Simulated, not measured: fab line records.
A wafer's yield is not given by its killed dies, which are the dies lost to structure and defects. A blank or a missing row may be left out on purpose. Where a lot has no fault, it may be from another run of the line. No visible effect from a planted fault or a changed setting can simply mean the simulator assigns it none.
Split-lot trial	flow n5 finfet	21 wafers read across 7 lots, on a route 1938 steps long

== ON THE SPLIT ==
At N5_BEOL_M7_ETCH_61 (etches SiARC in CF4, target depth 45.5 nm, time 75.8 s), the setting source w was moved away from the recipe's 545 W on 5 of the 21 wafers read, by -14.4% to +11.7%. This setting was run at the recipe's value on the other wafers.

The reading is taken at the split's own step.

== THE READING ==
rf vpp V, in V, at N5_BEOL_M7_ETCH_61 (etches SiARC in CF4, target depth 45.5 nm, time 75.8 s). On this fab line, fault-free wafers typically give 184.3 V with a standard deviation of 1.1 V.

wafer	tool, chamber at the split	source w as run, W	against the recipe	rf vpp V, V	against lot-mates on the recipe
L074.1	rie diel-04, 3	545	recipe	182.3	-
L074.2	rie diel-04, 2	545	recipe	184.7	-
L074.3	rie diel-04, 0	545	recipe	183.2	-
L079.2	rie diel-02, 2	545	recipe	182.4	-
L079.3	rie diel-02, 1	545	recipe	184.5	-
L079.4	rie diel-02, 0	608.9	+11.7%	179.4	-4.0
L080.1	rie diel-04, 1	545	recipe	184.4	-
L080.2	rie diel-04, 2	545	recipe	185.4	-
L080.5	rie diel-04, 0	545	recipe	183.8	-
L082.1	rie diel-01, 2	545	recipe	183.9	-
L082.3	rie diel-01, 3	604.8	+11.0%	178.0	-6.1
L082.4	rie diel-01, 1	545	recipe	184.2	-
L085.1	rie diel-02, 1	466.4	-14.4%	193.1	+9.3
L085.3	rie diel-02, 0	466.4	-14.4%	195.5	+11.7
L085.4	rie diel-02, 2	545	recipe	183.8	-
L089.1	rie diel-04, 2	545	recipe	186.2	-
L089.3	rie diel-04, 0	545	recipe	183.5	-
L089.5	rie diel-04, 1	475.1	-12.8%	193.6	+8.8
L091.1	rie diel-04, 2	545	recipe	185.5	-
L091.2	rie diel-04, 3	545	recipe	182.7	-
L091.5	rie diel-04, 1	545	recipe	184.4	-

FIT RESULTS
A straight line over all 21 wafers: rf vpp V changes by -0.635 V for each +1% of source w; r = -0.96; the points scatter about the line by 1.3 V.
The same after taking each lot's own level away (the mean of its wafers on the recipe; 21 wafers): -0.622 V for each +1%; r = -0.96; scatter 1.3 V.
Per that fit: largest source w move, reading shift of 9 V.
From 183.40 to 184.85 V: that is the span of the lots' own levels, equal to 1.3 times the standard deviation above.
Hence the lot-to-lot level has little effect on the slope; both slopes agree.
Check: for one of the wafers moved furthest among these (-14.4%), held out of the fit, the line's prediction against its lot-mates is +9.37 V. It came out at +9.3 V against them.
Tool readings at the split's step, against how far the setting was moved: etch rf on time s r = -0.93; rf vpp V r = -0.96.

== ADDITIONAL SPLITS CARRIED BY THESE WAFERS ==
Before the reading, these wafers also passed through other splits. Each is held against what the fit with the lots' levels taken away leaves over:
other split on the same wafers	wafers away from the commonest value	r with rf vpp V (lot level and that fit taken away)
N5_BEOL_M1_TRENCH_ETCH_37 bias w	6	+0.02
N5_BEOL_M2_ILD_DEP_00 time s	10	+0.19
N5_BEOL_M2_PECVD_72 temp c	8	-0.13
N5_BEOL_M3_VIA_ETCH_34 bias w	4	+0.15
N5_BEOL_M3_TRENCH_ETCH_37 source w	7	+0.05
N5_BEOL_M4_TRENCH_ETCH_37 source w	6	+0.29
N5_BEOL_M5_ETCH_72 bias w	8	+0.26
N5_BEOL_M5_COAT_22 spin rpm	6	+0.05
N5_BEOL_M7_COAT_05 spin rpm	7	+0.25

== THE WHOLE CHAIN: every reading that the file lists as answering this split, in the file's order ==
step	what it does	reading	change (the file's fit)	r (the file's)
N5_BEOL_M7_ETCH_61	etches SiARC in CF4, target depth 45.5 nm, time 75.8 s	etch rf on time s	withheld for each +1% of the setting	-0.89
N5_BEOL_M7_ETCH_61	etches SiARC in CF4, target depth 45.5 nm, time 75.8 s	rf vpp V	-0.6 V for each +1% of the setting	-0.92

== FILE'S OWN FIT ==
rf vpp V changes by -0.6 V for each +1% of source w, r = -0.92.
